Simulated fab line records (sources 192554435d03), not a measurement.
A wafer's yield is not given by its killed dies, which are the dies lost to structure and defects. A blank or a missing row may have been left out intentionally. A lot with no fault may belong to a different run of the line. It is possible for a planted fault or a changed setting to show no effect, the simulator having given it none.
Which tool did it?    flow n5_finfet    12 lots with 36 wafers sampled at 5 steps, on a route of 1938 steps

== WHAT THE GAUGES SHOWED, per wafer ==
The record lacks any reading of a measuring or inspecting step that a usual standard deviation could be used to judge.

== EACH LOT AND THE TOOL THAT RAN IT (in order: tool; ch and the chambers of the sampled wafers; start) ==
lot   N5_MOL_CONTACT_COAG_ANNEAL_113    N5_MOL_CONTACT_COAG_PRE_CLEAN_142  N5_MOL_CONTACT_COAG_SPUTTER_130  N5_MOL_CONTACT_COAG_STRIP_96        N5_PASSIVATION_PROBE_49
L331  rtp_anneal-02 ch 0, day 4 18:58   pvd_sputter-03, day 4 20:56        pvd_sputter-03, day 4 21:00      rie_diel-03 ch 1,3, day 5 02:16     prober-01, day 13 22:49
L335  rtp_anneal-02 ch 0, day 5 16:32   pvd_sputter-02, day 5 18:42        pvd_sputter-02, day 5 18:46      rie_diel-04 ch 0,1, day 5 23:10     prober-01, day 15 03:07
L336  rtp_anneal-01 ch 0, day 6 02:44   pvd_sputter-03, day 6 03:54        pvd_sputter-03, day 6 03:58      rie_diel-01 ch 0,1,3, day 6 08:59   -
L338  rtp_anneal-01 ch 0, day 6 15:00   pvd_sputter-02, day 6 15:58        pvd_sputter-02, day 6 16:01      rie_diel-03 ch 1,2, day 6 21:10     prober-01, day 15 07:13
L339  rtp_anneal-01 ch 0, day 6 20:03   pvd_sputter-01, day 6 22:24        pvd_sputter-01, day 6 22:28      rie_diel-01 ch 0,1,3, day 7 03:29   prober-02, day 16 03:04
L340  rtp_anneal-02 ch 0, day 7 02:47   pvd_sputter-03, day 7 06:58        pvd_sputter-03, day 7 07:02      rie_diel-03 ch 0,1,3, day 7 11:34   prober-02, day 15 21:25
L341  rtp_anneal-01 ch 0, day 7 08:49   pvd_sputter-01, day 7 10:25        pvd_sputter-01, day 7 10:29      rie_diel-03 ch 2,3, day 7 17:43     prober-01, day 16 07:28
L344  rtp_anneal-02 ch 0, day 8 04:54   pvd_sputter-01, day 8 07:16        pvd_sputter-01, day 8 07:19      rie_diel-03 ch 1,2, day 8 12:29     prober-01, day 16 22:41
L349  rtp_anneal-02 ch 0, day 9 10:06   pvd_sputter-03, day 9 12:37        pvd_sputter-03, day 9 12:41      rie_diel-01 ch 1,2, day 9 17:05     prober-01, day 18 04:32
L352  rtp_anneal-01 ch 0, day 10 03:28  pvd_sputter-03, day 10 06:07       pvd_sputter-03, day 10 06:10     rie_diel-04 ch 0,2,3, day 10 11:25  prober-02, day 19 11:17
L353  rtp_anneal-01 ch 0, day 10 10:47  pvd_sputter-02, day 10 13:09       pvd_sputter-02, day 10 13:13     rie_diel-01 ch 1,2,3, day 10 18:04  -
L354  rtp_anneal-02 ch 0, day 11 10:33  pvd_sputter-01, day 11 11:29       pvd_sputter-01, day 11 11:33     rie_diel-01 ch 0,2, day 11 16:00    -
- N5_MOL_CONTACT_COAG_ANNEAL_113: time 300 s.
- N5_MOL_CONTACT_COAG_PRE_CLEAN_142: time 60 s.
- N5_MOL_CONTACT_COAG_SPUTTER_130: material Co, target thk 47.5 nm.
- N5_MOL_CONTACT_COAG_STRIP_96: strips in N2/H2.
- N5_PASSIVATION_PROBE_49

== AS READ BY THE TOOLS THEMSELVES (means over the sampled wafers that have a number; for cases with no such wafer, the mark the record gives instead) ==
N5_MOL_CONTACT_COAG_ANNEAL_113. Usual: lamp_power_pct 2.83 %, standard deviation 0.03; lamp_zone_1_pct 2.83 %, standard deviation 0.03; wafer_temp_C_max 401.20, standard deviation 0.29.
lot   tool           lamp_power_pct (%)  lamp_zone_1_pct (%)  wafer_temp_C_max  flag
L331  rtp_anneal-02  2.81                2.80                 400.90            
L335  rtp_anneal-02  2.81                2.81                 401.21            
L336  rtp_anneal-01  2.87                2.87                 401.09            
L338  rtp_anneal-01  2.87                2.87                 400.90            
L339  rtp_anneal-01  2.87                2.87                 401.19            
L340  rtp_anneal-02  2.81                2.81                 401.65            
L341  rtp_anneal-01  2.87                2.87                 401.13            
L344  rtp_anneal-02  2.81                2.80                 401.34            
L349  rtp_anneal-02  2.81                2.80                 401.06            
L352  rtp_anneal-01  2.87                2.87                 401.01            
L353  rtp_anneal-01  2.86                2.87                 401.34            
L354  rtp_anneal-02  2.80                2.80                 401.55            

N5_MOL_CONTACT_COAG_PRE_CLEAN_142. Usual: heater_power_w 457 W, standard deviation 28.
lot   tool            heater_power_w (W)  flag
L331  pvd_sputter-03  456                 
L335  pvd_sputter-02  491                 
L336  pvd_sputter-03  442                 
L338  pvd_sputter-02  476                 
L339  pvd_sputter-01  438                 
L340  pvd_sputter-03  450                 
L341  pvd_sputter-01  454                 
L344  pvd_sputter-01  441                 
L349  pvd_sputter-03  448                 
L352  pvd_sputter-03  438                 
L353  pvd_sputter-02  488                 
L354  pvd_sputter-01  427                 

N5_MOL_CONTACT_COAG_SPUTTER_130. Usual: throttle_valve_pct 30.5 %, standard deviation 0.7.
lot   tool            throttle_valve_pct (%)  flag
L331  pvd_sputter-03  30.1                    
L335  pvd_sputter-02  30.4                    
L336  pvd_sputter-03  30.0                    
L338  pvd_sputter-02  30.3                    
L339  pvd_sputter-01  31.7                    
L340  pvd_sputter-03  29.9                    
L341  pvd_sputter-01  31.4                    
L344  pvd_sputter-01  31.2                    
L349  pvd_sputter-03  29.9                    
L352  pvd_sputter-03  30.2                    
L353  pvd_sputter-02  30.1                    
L354  pvd_sputter-01  31.2                    

N5_MOL_CONTACT_COAG_STRIP_96. Usual: drypump_motor_current_A 5.6 A, standard deviation 0.53; oes_product_au 0.83 a.u., standard deviation 0.09; power_w 500.0 W, standard deviation 1.5; rf_vpp_V 122.0 V, standard deviation 1.3; showerhead_plenum_p_Torr 3.40 Torr, standard deviation 0.14; throttle_valve_pct 18.9 %, standard deviation 0.31.
lot   tool         drypump_motor_current_A (A)  oes_product_au (a.u.)  power_w (W)  rf_vpp_V (V)  showerhead_plenum_p_Torr (Torr)  throttle_valve_pct (%)  flag
L331  rie_diel-03  6.0                          0.87                   499.9        122.6         3.54                             19.1                    
L335  rie_diel-04  5.2                          0.94                   499.7        120.5         3.40                             18.8                    
L336  rie_diel-01  5.7                          0.88                   500.6        123.2         3.42                             18.7                    
L338  rie_diel-03  6.1                          0.84                   501.1        121.7         3.45                             19.0                    
L339  rie_diel-01  5.7                          0.88                   500.1        122.9         3.42                             18.8                    
L340  rie_diel-03  5.6                          0.76                   500.2        122.3         3.44                             19.0                    
L341  rie_diel-03  5.0                          0.73                   429.3        122.2         3.38                             19.4                    OFF
L344  rie_diel-03  5.7                          0.77                   430.4        121.2         3.33                             19.2                    OFF
L349  rie_diel-01  5.2                          0.88                   499.6        123.0         3.56                             18.8                    
L352  rie_diel-04  5.8                          0.87                   501.6        121.5         3.41                             18.7                    
L353  rie_diel-01  5.6                          0.87                   499.9        122.6         3.46                             18.8                    
L354  rie_diel-01  5.5                          0.84                   500.3        122.2         3.49                             18.7                    

N5_PASSIVATION_PROBE_49. Usual: killed_at_M0_to_M3 36, standard deviation 11; killed_at_M4_up 14, standard deviation 5.6; killed_at_contacts 11, standard deviation 5.6; killed_at_front_end 40, standard deviation 12; killed_at_other 4, standard deviation 3.2; killed_dies 105, standard deviation 17; killed_on_rim 14, standard deviation 3.4; killed_open 69, standard deviation 12; killed_short 34, standard deviation 8.4.
lot   tool       killed_at_M0_to_M3  killed_at_M4_up  killed_at_contacts  killed_at_front_end  killed_at_other  killed_dies  killed_on_rim  killed_open  killed_short  flag
L331  prober-01  40                  13               7                   38                   2                101          15             73           28            
L335  prober-01  25                  8                6                   41                   3                83           10             53           30            
L338  prober-01  44                  12               11                  38                   6                111          14             69           41            
L339  prober-02  43                  23               10                  40                   4                121          16             85           34            
L340  prober-02  34                  11               10                  35                   3                93           13             60           29            
L341  prober-01  47                  13               7                   36                   2                105          11             62           42            
L344  prober-01  42                  15               10                  48                   0                115          13             78           35            
L349  prober-01  46                  15               14                  30                   3                108          14             68           39            
L352  prober-02  33                  16               18                  35                   4                106          15             76           30            

== THE ANSWER, worked out from the rows above alone ==
Rule: lot off if the mean of its wafers having a number is beyond 3 standard deviations from the usual mean. A lot without any number at a reading at which 4 lots or more have one is off too. The other lots that the step has rows for count as sound. Order of review: gauges by route order, followed by the tools' own readings, for which a lot's mean as printed above is used. At the first step where some lot is off, the reading lying furthest off is the one used; lots without a number count as furthest.
Off at N5_MOL_CONTACT_COAG_STRIP_96 (power_w): L341, L344.
A tool fits if, at that step or a process step before it, it ran every lot that is off, and no sound lot after the first of them. One fits: rie_diel-03 at N5_MOL_CONTACT_COAG_STRIP_96. Its last sound lot is L340 (day 7 11:34), its first lot that is off L341 (day 7 17:43): a fault that began between those two fits.
On the lots that are off, the tool's own readings at N5_MOL_CONTACT_COAG_STRIP_96 differ by more than 5 times the standard deviation of the sound lots' means, which bears it out; power_w reads 429.9 W there versus 500.3 W on the sound lots.

== WHAT HAD BEEN PUT IN BY THE SIMULATOR ==
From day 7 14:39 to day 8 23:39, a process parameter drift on rie_diel-03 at N5_MOL_CONTACT_COAG_STRIP_96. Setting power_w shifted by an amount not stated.
Lots struck among those shown: L341, L344. The rule above found the same.
